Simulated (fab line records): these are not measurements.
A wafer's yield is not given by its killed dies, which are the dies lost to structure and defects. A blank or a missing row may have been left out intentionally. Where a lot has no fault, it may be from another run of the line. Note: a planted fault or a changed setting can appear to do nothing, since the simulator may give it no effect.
Which tool is to blame? :: flow n5-finfet :: Sampling: 12 lots, 36 wafers, 4 of 1938 route steps

## WHAT THE GAUGES SHOWED, per wafer
N5_BEOL_M7_INSPECT_58: inspects for defects (darkfield).
lot: L075
measured: day 9 22:19
on: defect-inspect-01
raw-defect-count: 33 47 66

lot: L077
measured: day 10 10:04
on: defect-inspect-02
raw-defect-count: 60 65 69

lot: L081
measured: day 11 02:42
on: defect-inspect-01
raw-defect-count: 50 91 83

lot: L079
measured: day 11 04:23
on: defect-inspect-01
raw-defect-count: 70 96 93

lot: L082
measured: day 12 00:34
on: defect-inspect-02
raw-defect-count: 48 46 68

lot: L086
measured: day 12 10:31
on: defect-inspect-01
raw-defect-count: 68 95 94

lot: L087
measured: day 12 23:20
on: defect-inspect-02
raw-defect-count: 77 47 60

lot: L089
measured: day 13 08:38
on: defect-inspect-01
raw-defect-count: 104 72 52

lot: L091
measured: day 14 06:14
on: defect-inspect-02
raw-defect-count: 101 62 58

lot: L092
measured: day 14 15:07
on: defect-inspect-02
raw-defect-count: 90 85 67

lot: L094
measured: day 15 08:20
on: defect-inspect-02
raw-defect-count: 45 69 71

lot: L096
measured: day 15 21:34
on: defect-inspect-01
raw-defect-count: 74 110 82

## TOOL THAT RAN EACH LOT (tool first, then ch and the chambers of the sampled wafers, then the start)
lot: L075
N5_BEOL_M7_STRIP_19: rie-diel-03 ch 0,1,2, day 9 17:07
N5_BEOL_M7_ETCH_41: rie-diel-05 ch 0,1,2, day 9 20:17 or earlier
N5_BEOL_M7_DEGAS_44: pvd-sputter-02, day 9 20:17

lot: L077
N5_BEOL_M7_STRIP_19: rie-diel-03 ch 1,2,3, day 10 04:29
N5_BEOL_M7_ETCH_41: rie-diel-05 ch 0,2, day 10 07:48 or earlier
N5_BEOL_M7_DEGAS_44: pvd-sputter-03, day 10 07:48

lot: L081
N5_BEOL_M7_STRIP_19: rie-diel-03 ch 2,3, day 10 21:29
N5_BEOL_M7_ETCH_41: rie-diel-05 ch 0,1,2, day 11 00:23 or earlier
N5_BEOL_M7_DEGAS_44: pvd-sputter-02, day 11 00:23

lot: L079
N5_BEOL_M7_STRIP_19: rie-diel-05 ch 0,3, day 11 00:42
N5_BEOL_M7_ETCH_41: rie-diel-03 ch 0,1,3, day 11 02:35 or earlier
N5_BEOL_M7_DEGAS_44: pvd-sputter-01, day 11 02:35

lot: L082
N5_BEOL_M7_STRIP_19: rie-diel-05 ch 0,1, day 11 16:47
N5_BEOL_M7_ETCH_41: rie-diel-03 ch 2,3, day 11 22:11 or earlier
N5_BEOL_M7_DEGAS_44: pvd-sputter-03, day 11 22:11

lot: L086
N5_BEOL_M7_STRIP_19: rie-diel-03 ch 0,1, day 12 05:40
N5_BEOL_M7_ETCH_41: rie-diel-06 ch 0,2, day 12 08:36 or earlier
N5_BEOL_M7_DEGAS_44: pvd-sputter-03, day 12 08:36

lot: L087
N5_BEOL_M7_STRIP_19: rie-diel-05 ch 1,3, day 12 19:08
N5_BEOL_M7_ETCH_41: rie-diel-06 ch 1,2,3, day 12 21:15 or earlier
N5_BEOL_M7_DEGAS_44: pvd-sputter-02, day 12 21:15

lot: L089
N5_BEOL_M7_STRIP_19: rie-diel-03 ch 1,3, day 13 03:11
N5_BEOL_M7_ETCH_41: rie-diel-03 ch 0,1,3, day 13 06:20 or earlier
N5_BEOL_M7_DEGAS_44: pvd-sputter-02, day 13 06:20

lot: L091
N5_BEOL_M7_STRIP_19: rie-diel-06 ch 2,3, day 13 23:21
N5_BEOL_M7_ETCH_41: rie-diel-06 ch 0,1,2, day 14 02:26 or earlier
N5_BEOL_M7_DEGAS_44: pvd-sputter-02, day 14 02:26

lot: L092
N5_BEOL_M7_STRIP_19: rie-diel-06 ch 0,1,3, day 14 07:30
N5_BEOL_M7_ETCH_41: rie-diel-06 ch 0,2,3, day 14 11:49 or earlier
N5_BEOL_M7_DEGAS_44: pvd-sputter-01, day 14 11:49

lot: L094
N5_BEOL_M7_STRIP_19: rie-diel-06 ch 0,2,3, day 15 02:55
N5_BEOL_M7_ETCH_41: rie-diel-03 ch 0,3, day 15 06:05 or earlier
N5_BEOL_M7_DEGAS_44: pvd-sputter-02, day 15 06:05

lot: L096
N5_BEOL_M7_STRIP_19: rie-diel-05 ch 1,2,3, day 15 12:44
N5_BEOL_M7_ETCH_41: rie-diel-06 ch 0,3, day 15 15:40 or earlier
N5_BEOL_M7_DEGAS_44: pvd-sputter-01, day 15 15:40
- N5_BEOL_M7_STRIP_19: strips in O2.
- N5_BEOL_M7_ETCH_41: etches SiCN in CH3F/O2, target depth 31.9 nm, time 57.8 s.
- N5_BEOL_M7_DEGAS_44: time 60 s.

## THE ANSWER, worked out from the rows above alone
Rule: the lots themselves supply what counts as usual. Put in order of their means at a reading, lots are off if they are a third of the lots or fewer, leave a main group of 4 or more, and stand apart from it by a gap of 3 or more times the standard deviation of the main group's means; of several such gaps the widest counts. Not used: any main group whose means are identical at the precision the tables above print for the reading. Also off: a lot with no number at a reading for which 4 or more lots have one. Any other lot the step has rows for is counted as sound.
None of the lots is off at any reading shown; this tells nothing.

## WHAT HAD BEEN PUT IN BY THE SIMULATOR
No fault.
